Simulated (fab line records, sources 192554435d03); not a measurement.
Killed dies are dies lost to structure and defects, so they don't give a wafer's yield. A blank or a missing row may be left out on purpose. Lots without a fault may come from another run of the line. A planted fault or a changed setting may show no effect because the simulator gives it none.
Which tool did it? | flow n5_finfet | 12 lots, 36 wafers sampled, at 1 step of a route of 1938

WHAT THE GAUGES READ, wafer by wafer
N5_PMOS_HMC_CHANNEL_EPI_INSPECT_11: inspects for defects (macro).
lot  | measured    | on                | raw_defect_count
L075 | day 1 23:11 | defect_inspect-01 | 3 2 2
L077 | day 2 11:38 | defect_inspect-01 | 3 2 4
L079 | day 2 23:26 | defect_inspect-01 | 3 5 0
L081 | day 3 11:31 | defect_inspect-02 | 4 1 1
L083 | day 3 23:40 | defect_inspect-02 | 3 2 3
L085 | day 4 11:29 | defect_inspect-01 | 3 2 2
L087 | day 4 23:42 | defect_inspect-01 | 1 1 3
L089 | day 5 11:20 | defect_inspect-02 | 3 2 3
L091 | day 5 23:19 | defect_inspect-01 | 0 4 1
L093 | day 6 13:04 | defect_inspect-01 | 3 2 0
L095 | day 7 03:49 | defect_inspect-01 | 2 0 1
L097 | day 7 14:01 | defect_inspect-01 | 2 1 2

WHICH TOOL RAN EACH LOT (tool, then ch and the chambers of the sampled wafers, then the start)
The record holds no process step before these readings.

THE ANSWER, worked out from the rows above alone
Rule: what is usual is taken from the lots themselves. Put in order of their means at a reading, lots are off if they are a third of the lots or fewer, leave a main group of 4 or more, and stand apart from it by a gap of 3 or more times the standard deviation of the main group's means; of several such gaps the widest counts. A main group whose means are all the same, to the digits that the tables above print for the reading, isn't used. A lot without any number at a reading at which 4 lots or more have one is off too. The other lots that the step has rows for count as sound.
No lot is off at any reading shown: from this, nothing can be told.

WHAT THE SIMULATOR HAD PUT IN
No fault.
